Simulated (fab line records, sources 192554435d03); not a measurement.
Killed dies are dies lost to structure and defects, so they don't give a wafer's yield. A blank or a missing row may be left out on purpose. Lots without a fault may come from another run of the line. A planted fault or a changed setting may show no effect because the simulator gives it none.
fab line records | flow n5_finfet | part 1 of 2: steps 1 to 26 of 32
record lots=5 wafers=15 last_day=17
route steps=1938 shown MOL_CONTACT_COAG@545
lots that met no fault: from a run of the same line without faults
start_h: hours from the record's first day to the start of the lot's first wafer shown | wait_h: hours since the lot's step before | " the same as in the row above | L1.1+2: a row that stands for several wafers | - no value, or no start given | * or withheld: withheld | < > ~ a bound
route shown NAME@n: a module of which the file shows steps, and the number in the route of the first | usual: mean/standard deviation of fault-free wafers | same: alike in all rows | chamber/n: place in a boat | sites: the reading at each site | _std_site: their standard deviation | _edge_site: outer sites' mean less inner sites' | radius_mm: how far each site lies from the wafer's centre | mask NAME#n: copy n | behind: the tool/chamber that last shaped the wafer | hold: why the lot was held/for how many hours/how that ended | device: the transistor (n, p or np) that didn't switch | end of line: the same wafers' tests at the end of the route | a step without rows: its recipe alone | killed: dies lost to structure and defects at the first sort, not the wafer's yield | map: a wafer's dies, x killed, . not, _ none there
set.NAME: the setting as run; set.NAME@STEP: as run at that earlier step | model.NAME: the simulator's own value behind a step, which no gauge read
lots at some steps of the route; a table a step, a row a wafer
services: from which hour (start_h, from the record's first day; less than 0 if before it) a tool's chamber was out of use, for how many hours, and why
## steps
# step N5_MOL_CONTACT_COAG_SIL_ANNEAL_21
# recipe temp_c=550 time_s=60 ambient=N2
# usual lamp_power_pct=6.6/0.39 lamp_zone_5_pct=6.6/0.39 lamp_zone_7_pct=6.9/0.41 wafer_temp_C_max=552.3/0.76
# columns lot.wafer tool chamber start_h wait_h lamp_power_pct lamp_zone_5_pct lamp_zone_7_pct wafer_temp_C_max
L074.1 rtp_anneal-01 0 90.31 0.2 7.0 7.0 7.4 551.3
L074.2 " 0 " " 7.0 7.0 7.4 551.0
L074.6 " 0 " " 7.0 7.0 7.4 552.1
L076.1 rtp_anneal-01 0 103.90 0.2 7.0 7.0 7.4 551.7
L076.3 " 0 " " 7.0 7.0 7.4 551.7
L076.4 " 0 " " 7.0 7.0 7.4 551.3
L090.1 rtp_anneal-02 0 183.82 0.2 6.2 6.2 6.6 553.7
L090.3 " 0 " " 6.2 6.2 6.5 552.8
L090.4 " 0 " " 6.2 6.2 6.5 552.2
L094.2 rtp_anneal-01 0 210.69 0.2 7.0 7.0 7.4 551.4
L094.4 " 0 " " 7.0 7.0 7.4 551.5
L094.6 " 0 " " 7.0 7.0 7.4 551.3
L097.3 rtp_anneal-02 0 230.42 0.3 6.2 6.2 6.6 553.8
L097.4 " 0 " " 6.2 6.2 6.5 552.8
L097.5 " 0 " " 6.2 6.2 6.5 552.4
# step N5_MOL_CONTACT_COAG_PRE_CLEAN_141
# recipe gas=H2/He time_s=60 temp_c=300
# usual heater_power_w=450/37
# columns lot.wafer tool chamber start_h wait_h heater_power_w
L074.1 pvd_sputter-03 - 90.71 0.4 400
L074.2 " - " " 472
L074.6 " - " " 398
L076.1 pvd_sputter-02 - 104.92 1.0 405
L076.3 " - " " 464
L076.4 " - " " 445
L090.1 pvd_sputter-02 - 185.98 2.1 464
L090.3 " - " " 441
L090.4 " - " " 487
L094.2 pvd_sputter-02 - 211.17 0.4 429
L094.4 " - " " 484
L094.6 " - " " 482
L097.3 pvd_sputter-03 - 230.69 0.2 398
L097.4 " - " " 454
L097.5 " - " " 465
# step N5_MOL_CONTACT_COAG_SPUTTER_143
# recipe material=Co target_thk_a=25 temp_c=25 chamber_pressure_pa=0.2
# usual throttle_valve_pct=30.2/0.92
# columns lot.wafer tool chamber start_h wait_h throttle_valve_pct
L074.1 pvd_sputter-03 - 90.77 0.0 30.0
L074.2 " - " " 29.5
L074.6 " - " " 30.2
L076.1 pvd_sputter-02 - 104.98 0.0 30.4
L076.3 " - " " 31.3
L076.4 " - " " 30.8
L090.1 pvd_sputter-02 - 186.04 0.0 31.5
L090.3 " - " " 30.7
L090.4 " - " " 29.6
L094.2 pvd_sputter-02 - 211.23 0.0 31.1
L094.4 " - " " 29.4
L094.6 " - " " 29.5
L097.3 pvd_sputter-03 - 230.75 0.0 30.4
L097.4 " - " " 29.6
L097.5 " - " " 28.4
# step N5_MOL_CONTACT_COAG_CO_FILL_22
# recipe material=Co target_thk_a=200 temp_c=200 precursor=CCTBA/H2 pressure_torr=30
# usual heater_power_w=225/12
# columns lot.wafer tool chamber start_h wait_h heater_power_w
L074.1 cvd_co-02 0 90.89 0.1 220
L074.2 " 2 " " 219
L074.6 " 0 " " 227
L076.1 cvd_co-02 0 105.10 0.1 222
L076.3 " 2 " " 216
L076.4 " 1 " " 255
L090.1 cvd_co-02 2 186.16 0.1 217
L090.3 " 1 " " 245
L090.4 " 0 " " 221
L094.2 cvd_co-01 2 211.35 0.1 210
L094.4 " 1 " " 227
L094.6 " 0 " " 229
L097.3 cvd_co-01 1 230.87 0.1 234
L097.4 " 2 " " 208
L097.5 " 0 " " 230
# step N5_MOL_CONTACT_COAG_ANNEAL_113
# recipe temp_c=400 time_s=300 ambient=H2/N2
# usual lamp_power_pct=2.80/0.16 lamp_zone_5_pct=2.80/0.16 lamp_zone_7_pct=2.94/0.17 wafer_temp_C_max=401.8/0.55
# columns lot.wafer tool chamber start_h wait_h lamp_power_pct lamp_zone_5_pct lamp_zone_7_pct wafer_temp_C_max
L074.1 rtp_anneal-01 0 91.51 0.3 3.00 3.01 3.16 401.1
L074.2 " 0 " " 3.01 3.01 3.16 401.2
L074.6 " 0 " " 3.01 3.01 3.16 401.3
L076.1 rtp_anneal-02 0 105.71 0.3 2.68 2.67 2.82 402.1
L076.3 " 0 " " 2.68 2.67 2.82 402.0
L076.4 " 0 " " 2.68 2.68 2.81 401.9
L090.1 rtp_anneal-01 0 186.79 0.3 3.01 3.01 3.16 400.5
L090.3 " 0 " " 3.01 3.01 3.17 401.2
L090.4 " 0 " " 3.01 3.01 3.17 401.0
L094.2 rtp_anneal-01 0 212.12 0.5 3.02 3.01 3.17 400.6
L094.4 " 0 " " 3.01 3.01 3.16 401.1
L094.6 " 0 " " 3.01 3.01 3.16 401.3
L097.3 rtp_anneal-02 0 231.88 0.7 2.68 2.68 2.82 401.8
L097.4 " 0 " " 2.68 2.68 2.81 402.4
L097.5 " 0 " " 2.68 2.68 2.81 401.3
# step N5_MOL_CONTACT_COAG_PRE_CLEAN_142
# recipe gas=H2/He time_s=60 temp_c=300
# usual heater_power_w=458/40
# columns lot.wafer tool chamber start_h wait_h heater_power_w
L074.1 pvd_sputter-03 - 96.49 4.8 460
L074.2 " - " " 448
L074.6 " - " " 455
L076.1 pvd_sputter-01 - 108.54 2.7 529
L076.3 " - " " 421
L076.4 " - " " 431
L090.1 pvd_sputter-03 - 189.18 2.2 399
L090.3 " - " " 457
L090.4 " - " " 444
L094.2 pvd_sputter-01 - 213.85 1.6 427
L094.4 " - " " 510
L094.6 " - " " 509
L097.3 pvd_sputter-02 - 233.33 1.3 403
L097.4 " - " " 461
L097.5 " - " " 470
# step N5_MOL_CONTACT_COAG_SPUTTER_130
# recipe material=Co target_thk_a=475 temp_c=25 chamber_pressure_pa=0.5 power_w=3000
# usual throttle_valve_pct=30.2/1
# columns lot.wafer tool chamber start_h wait_h throttle_valve_pct
L074.1 pvd_sputter-03 - 96.55 0.0 29.3
L074.2 " - " " 28.3
L074.6 " - " " 29.5
L076.1 pvd_sputter-01 - 108.60 0.0 31.6
L076.3 " - " " 30.8
L076.4 " - " " 29.0
L090.1 pvd_sputter-03 - 189.24 0.0 30.2
L090.3 " - " " 29.6
L090.4 " - " " 30.3
L094.2 pvd_sputter-01 - 213.91 0.0 31.1
L094.4 " - " " 28.7
L094.6 " - " " 29.0
L097.3 pvd_sputter-02 - 233.39 0.0 30.6
L097.4 " - " " 31.3
L097.5 " - " " 31.6
# step N5_MOL_CONTACT_COAG_PRECLEAN_125
# recipe chemistry=DIW time_s=57.5 temp_c=23
# columns lot.wafer tool chamber start_h wait_h
L074.1+2+6 wet_bench-05 0,2,5 96.68 0.1
L076.1+3+4 wet_bench-04 6,7,3 108.73 0.1
L090.1+3+4 wet_bench-04 5,6,7 189.38 0.1
L094.2+4+6 wet_bench-05 7,6,2 214.04 0.1
L097.3+4+5 wet_bench-04 0,1,5 233.52 0.1
# step N5_MOL_CONTACT_COAG_SRD_126
# recipe dry_time_s=32 dry=n2_spin spin_rpm=1500
# columns lot.wafer tool chamber start_h wait_h
L074.1+2+6 wet_bench-05 0,2,5 96.70 0.0
L076.1+3+4 wet_bench-04 6,7,3 108.75 0.0
L090.1+3+4 wet_bench-04 5,6,7 189.40 0.0
L094.2+4+6 wet_bench-05 7,6,2 214.06 0.0
L097.3+4+5 wet_bench-04 0,1,5 233.54 0.0
# step N5_MOL_CONTACT_COAG_CMP_23
# recipe stop_on=SiO2 t_overpolish_s=1.5 post_cmp_clean=cu_alkaline down_force_psi=2 platen_rpm=50.289 pad_velocity_m_s=1.0006 target_thk_nm=0
# usual motor_current_A=8.2/0.63 overpolish_run_s=1.500/0.0083 time_to_endpoint_s=11/3.6
# columns lot.wafer tool chamber start_h wait_h motor_current_A overpolish_run_s time_to_endpoint_s
L074.1 cmp-04 0 96.74 0.0 8.4 1.504 10
L074.2 " 2 " " 8.5 1.496 6
L074.6 " 1 " " 8.6 1.500 16
L076.1 cmp-04 3 108.87 0.1 7.5 1.486 10
L076.4 " 0 " " 8.1 1.508 12
L076.3 " 2 " " 8.8 1.495 7
L090.3 cmp-03 3 189.44 0.0 8.0 1.506 9
L090.4 " 0 " " 8.6 1.505 11
L090.1 " 1 " " 10.0 1.515 9
L094.4 cmp-04 3 214.16 0.1 7.9 1.495 11
L094.2 " 0 " " 7.7 1.512 12
L094.6 " 1 " " 8.0 1.491 16
L097.4 cmp-04 0 233.61 0.1 7.8 1.492 12
L097.3 " 2 " " 8.7 1.508 5
L097.5 " 3 " " 8.1 1.501 10
# step N5_MOL_CONTACT_COAG_WET_ETCH_26
# recipe target=Co target_depth_nm=13
# columns lot.wafer tool chamber start_h wait_h
L074.1+2+6 wet_bench-05 4,2,7 97.09 0.0
L076.1+3+4 wet_bench-06 0,2,7 109.22 0.0
L090.1+3+4 wet_bench-04 4,7,5 189.79 0.0
L094.2+4+6 wet_bench-05 1,7,3 214.44 0.0
L097.3+4+5 wet_bench-06 7,0,2 233.92 0.0
# step N5_MOL_CONTACT_COAG_WET_ETCH_116
# recipe chemistry=SC1-inhibited target_depth_nm=4.6 dry=ipa_marangoni rinse_time_s=30 rinse_temp_c=23
# columns lot.wafer tool chamber start_h wait_h
L074.1+2+6 wet_bench-05 4,2,7 97.24 0.0
L076.1+3+4 wet_bench-06 0,2,7 109.37 0.0
L090.1+3+4 wet_bench-04 4,7,5 189.95 0.0
L094.2+4+6 wet_bench-05 1,7,3 214.59 0.0
L097.3+4+5 wet_bench-06 7,0,2 234.07 0.0
# step N5_MOL_CONTACT_COAG_ALD_27
# recipe material=SiOC target_thk_a=170 temp_c=400 ald_precursor_family=carbosiloxane ald_co_reactant=H2-plasma pulse_time_s=1.5 time_s=2720 purge_time_s=2 co_reactant_purge_time_s=2 ald_cycles=340 pressure_torr=2
# usual heater_power_w=795/64 precursor_pulse_height_rel=1.000/0.02
# columns lot.wafer tool chamber start_h wait_h heater_power_w precursor_pulse_height_rel
L074.1 ald_sin-02 3 98.73 1.2 696 0.973
L074.2 " 2 " " 877 1.003
L074.6 " 3 " " 695 1.001
L076.1 ald_sin-02 3 109.69 0.0 692 1.014
L076.3 " 2 " " 870 0.988
L076.4 " 1 " " 801 1.006
L090.1 ald_sin-02 1 190.52 0.3 818 1.018
L090.3 " 0 " " 740 1.012
L090.4 " 3 " " 701 0.994
L094.2 ald_sin-04 0 214.91 0.0 798 0.995
L094.4 " 1 " " 766 0.995
L094.6 " 3 " " 800 1.001
L097.3 ald_sin-04 2 234.40 0.0 870 0.961
L097.4 " 1 " " 775 0.999
L097.5 " 0 " " 808 1.004
# step N5_MOL_CONTACT_COAG_CMP_28
# recipe stop_on=SiNx t_overpolish_s=0.85 post_cmp_clean=alkaline_brush down_force_psi=4.15 platen_rpm=51.8 pad_velocity_m_s=1.0307 target_thk_nm=14.522
# usual motor_current_A=12.6/1.1 time_to_endpoint_s=6/3.6
# columns lot.wafer tool chamber start_h wait_h motor_current_A time_to_endpoint_s
L074.2 cmp-03 3 100.29 0.8 12.4 3
L074.1 " 0 " " 12.8 9
L074.6 " 3 " " 11.6 5
L076.3 cmp-04 1 111.42 1.0 12.0 11
L076.4 " 3 " " 12.4 5
L076.1 " 0 " " 12.8 6
L090.3 cmp-01 2 192.11 0.8 10.2 8
L090.4 " 0 " " 13.0 3
L090.1 " 1 " " 14.4 9
L094.2 cmp-03 1 216.52 0.8 14.4 8
L094.4 " 3 " " 12.1 8
L094.6 " 0 " " 12.9 11
L097.3 cmp-01 2 236.00 0.8 10.5 6
L097.4 " 0 " " 13.3 2
L097.5 " 1 " " 14.6 6
# step N5_MOL_CONTACT_COAG_THK_MEAS_29
# recipe reads=SiNx_of_GATE_CUT_PECVD_57+SiNx_of_GATE_CUT_SAC_CAP_01
# usual MD_CAP_THK=17.92/0.09
# columns lot.wafer tool chamber start_h wait_h MD_CAP_THK[nm]
L074.1 film_metro-01 - 100.59 - 18.07
L074.2 " - " " 17.89
L074.6 " - " " 17.96
L076.1 film_metro-01 - 111.72 - 17.86
L076.3 " - " " 18.02
L076.4 " - " " 17.96
L090.1 film_metro-01 - 192.40 - 17.98
L090.3 " - " " 17.91
L090.4 " - " " 18.03
L094.2 film_metro-01 - 216.77 - 17.81
L094.4 " - " " 17.90
L094.6 " - " " 17.97
L097.3 film_metro-01 - 236.26 - 17.91
L097.4 " - " " 17.78
L097.5 " - " " 17.83
# step N5_MOL_CONTACT_COAG_ALD_123
# recipe material=SiNx target_thk_a=50 temp_c=400 ald_precursor_family=SiH2I2 ald_co_reactant=N2/H2-plasma pulse_time_s=1 purge_time_s=2 co_reactant_purge_time_s=2 ald_cycles=100 pressure_torr=2
# usual heater_power_w=800/63 precursor_pulse_height_rel=0.998/0.021
# columns lot.wafer tool chamber start_h wait_h heater_power_w precursor_pulse_height_rel
L074.1 ald_sin-04 1 100.63 0.0 756 1.035
L074.2 " 2 " " 879 0.972
L074.6 " 2 " " 846 1.028
L076.1 ald_sin-04 1 111.75 0.0 779 0.993
L076.3 " 2 " " 838 1.008
L076.4 " 3 " " 802 1.027
L090.1 ald_sin-01 2 192.44 0.0 865 1.002
L090.3 " 0 " " 940 0.977
L090.4 " 3 " " 744 0.960
L094.2 ald_sin-04 3 216.81 0.0 768 1.018
L094.4 " 2 " " 877 0.995
L094.6 " 3 " " 795 0.982
L097.3 ald_sin-04 1 236.30 0.0 777 0.974
L097.4 " 2 " " 881 1.014
L097.5 " 3 " " 807 0.966
# step N5_MOL_CONTACT_COAG_PECVD_31
# recipe material=SiO2 target_thk_a=460 temp_c=400 precursor=TEOS/O2 pressure_torr=6.5 rf_w=withheld teos_flow_sccm=withheld gas=O2 flow_sccm=2650 time_s=8.9
# columns lot.wafer tool chamber start_h wait_h
L074.1+2+6 pecvd-03 1,0,0 101.13 0.3
L076.1+3+4 pecvd-04 2,1,0 112.26 0.3
L090.1+3+4 pecvd-01 0,1,2 192.94 0.3
L094.2+4+6 pecvd-01 1,2,0 217.32 0.3
L097.3+4+5 pecvd-03 2,1,2 236.82 0.3
# step N5_MOL_CONTACT_COAG_COAT_75
# recipe resist=SOC temp_c=250 time_s=60 spin_rpm=1500 resist_thk_nm=60
# usual heater_power_total_W=500.3/1.9
# columns lot.wafer tool chamber start_h wait_h heater_power_total_W
L074.1 litho_track-02 0 101.19 0.0 497.6
L074.2 " 0 " " 499.4
L074.6 " 0 " " 503.1
L076.1 litho_track-05 0 112.31 0.0 499.5
L076.3 " 0 " " 499.1
L076.4 " 0 " " 497.7
L090.1 litho_track-05 0 193.00 0.0 499.9
L090.3 " 0 " " 501.8
L090.4 " 0 " " 499.3
L094.2 litho_track-02 0 217.37 0.0 501.8
L094.4 " 0 " " 498.2
L094.6 " 0 " " 501.9
L097.3 litho_track-05 0 236.87 0.0 502.6
L097.4 " 0 " " 502.2
L097.5 " 0 " " 499.6
# step N5_MOL_CONTACT_COAG_COAT_76
# recipe resist=SiARC temp_c=220 time_s=60 spin_rpm=1500 resist_thk_nm=10
# usual heater_power_total_W=427.3/2.1
# columns lot.wafer tool chamber start_h wait_h heater_power_total_W
L074.1 litho_track-02 0 - - 429.8
L074.2 " 0 " " 426.4
L074.6 " 0 " " 425.8
L076.1 litho_track-05 0 - - 426.5
L076.3 " 0 " " 425.2
L076.4 " 0 " " 430.1
L090.1 litho_track-05 0 - - 427.7
L090.3 " 0 " " 428.8
L090.4 " 0 " " 425.8
L094.2 litho_track-02 0 - - 430.6
L094.4 " 0 " " 428.8
L094.6 " 0 " " 425.5
L097.3 litho_track-05 0 - - 430.2
L097.4 " 0 " " 424.0
L097.5 " 0 " " 430.4
# step N5_MOL_CONTACT_COAG_COAT_77
# recipe resist=underlayer temp_c=205 time_s=60 spin_rpm=1500 resist_thk_nm=10
# usual heater_power_total_W=391.7/1.4
# columns lot.wafer tool chamber start_h wait_h heater_power_total_W
L074.1 litho_track-02 0 - - 390.7
L074.2 " 0 " " 392.3
L074.6 " 0 " " 390.9
L076.1 litho_track-05 0 - - 390.8
L076.3 " 0 " " 393.9
L076.4 " 0 " " 389.6
L090.1 litho_track-05 0 - - 393.1
L090.3 " 0 " " 393.2
L090.4 " 0 " " 390.1
L094.2 litho_track-02 0 - - 392.6
L094.4 " 0 " " 393.5
L094.6 " 0 " " 391.3
L097.3 litho_track-05 0 - - 392.9
L097.4 " 0 " " 391.1
L097.5 " 0 " " 390.0
# step N5_MOL_CONTACT_COAG_COAT_78
# recipe resist=CAR-EUV spin_rpm=1500 resist_thk_nm=40
# columns lot.wafer tool chamber start_h wait_h
L074.1+2+6 litho_track-02 0 - -
L076.1+3+4 litho_track-05 0 - -
L090.1+3+4 litho_track-05 0 - -
L094.2+4+6 litho_track-02 0 - -
L097.3+4+5 litho_track-05 0 - -
# step N5_MOL_CONTACT_COAG_EBR_80
# recipe solvent=PGMEA ebr_width_mm=1.5
# columns lot.wafer tool chamber start_h wait_h
L074.1+2+6 litho_track-02 0 - -
L076.1+3+4 litho_track-05 0 - -
L090.1+3+4 litho_track-05 0 - -
L094.2+4+6 litho_track-02 0 - -
L097.3+4+5 litho_track-05 0 - -
# step N5_MOL_CONTACT_COAG_SOFTBAKE_79
# recipe temp_c=110 time_s=60 resist=CAR-EUV
# usual heater_power_total_W=175.3/1.6
# columns lot.wafer tool chamber start_h wait_h heater_power_total_W
L074.1 litho_track-02 0 - - 174.3
L074.2 " 0 " " 177.4
L074.6 " 0 " " 174.0
L076.1 litho_track-05 0 - - 175.3
L076.3 " 0 " " 177.2
L076.4 " 0 " " 177.5
L090.1 litho_track-05 0 - - 175.8
L090.3 " 0 " " 177.4
L090.4 " 0 " " 174.3
L094.2 litho_track-02 0 - - 177.3
L094.4 " 0 " " 175.7
L094.6 " 0 " " 176.7
L097.3 litho_track-05 0 - - 173.8
L097.4 " 0 " " 176.2
L097.5 " 0 " " 176.6
# step N5_MOL_CONTACT_COAG_EXPOSE_81
# recipe mask_id=VG na=0.33 source_shape=annular sigma_inner=0.3 sigma_outer=0.7 polarization=unpolarized defocus_nm=0 dose_mj=59.5
# usual reticle_temp_C=22.99/0.1
# columns lot.wafer tool chamber start_h wait_h mask reticle_temp_C
L074.1 euv_scanner-02 0 101.32 - VG#0 22.79
L074.2 " 0 " " VG#0 22.91
L074.6 " 0 " " VG#0 22.89
L076.1 euv_scanner-01 0 112.45 - VG#0 23.05
L076.3 " 0 " " VG#0 22.98
L076.4 " 0 " " VG#0 22.92
L090.1 euv_scanner-02 0 193.13 - VG#0 22.77
L090.3 " 0 " " VG#0 23.00
L090.4 " 0 " " VG#0 23.06
L094.2 euv_scanner-02 0 217.52 - VG#0 23.02
L094.4 " 0 " " VG#0 23.02
L094.6 " 0 " " VG#0 22.95
L097.3 euv_scanner-01 0 237.04 - VG#0 22.86
L097.4 " 0 " " VG#0 22.96
L097.5 " 0 " " VG#0 22.98
# step N5_MOL_CONTACT_COAG_PEB_82
# recipe peb_temp_c=100 peb_time_s=60 resist=CAR-EUV
# usual heater_power_total_W=154.1/1
# same peb_time_s=60
# columns lot.wafer tool chamber start_h wait_h heater_power_total_W
L074.1 litho_track-05 0 101.40 0.1 155.7
L074.2 " 0 " " 153.0
L074.6 " 0 " " 153.8
L076.1 litho_track-02 0 112.53 0.1 153.3
L076.3 " 0 " " 152.8
L076.4 " 0 " " 154.7
L090.1 litho_track-02 0 193.21 0.1 154.5
L090.3 " 0 " " 155.0
L090.4 " 0 " " 152.5
L094.2 litho_track-02 0 217.59 0.1 153.9
L094.4 " 0 " " 153.4
L094.6 " 0 " " 155.7
L097.3 litho_track-05 0 237.10 0.1 152.9
L097.4 " 0 " " 154.6
L097.5 " 0 " " 155.7
# step N5_MOL_CONTACT_COAG_DEVELOP_83
# recipe develop_time_s=30 developer=TMAH resist=CAR-EUV rinse_liquid=surfactant_rinse dry=air_spin dev_temp_c=23
# columns lot.wafer tool chamber start_h wait_h
L074.1+2+6 litho_track-05 0 - -
L076.1+3+4 litho_track-02 0 - -
L090.1+3+4 litho_track-02 0 - -
L094.2+4+6 litho_track-02 0 - -
L097.3+4+5 litho_track-05 0 - -
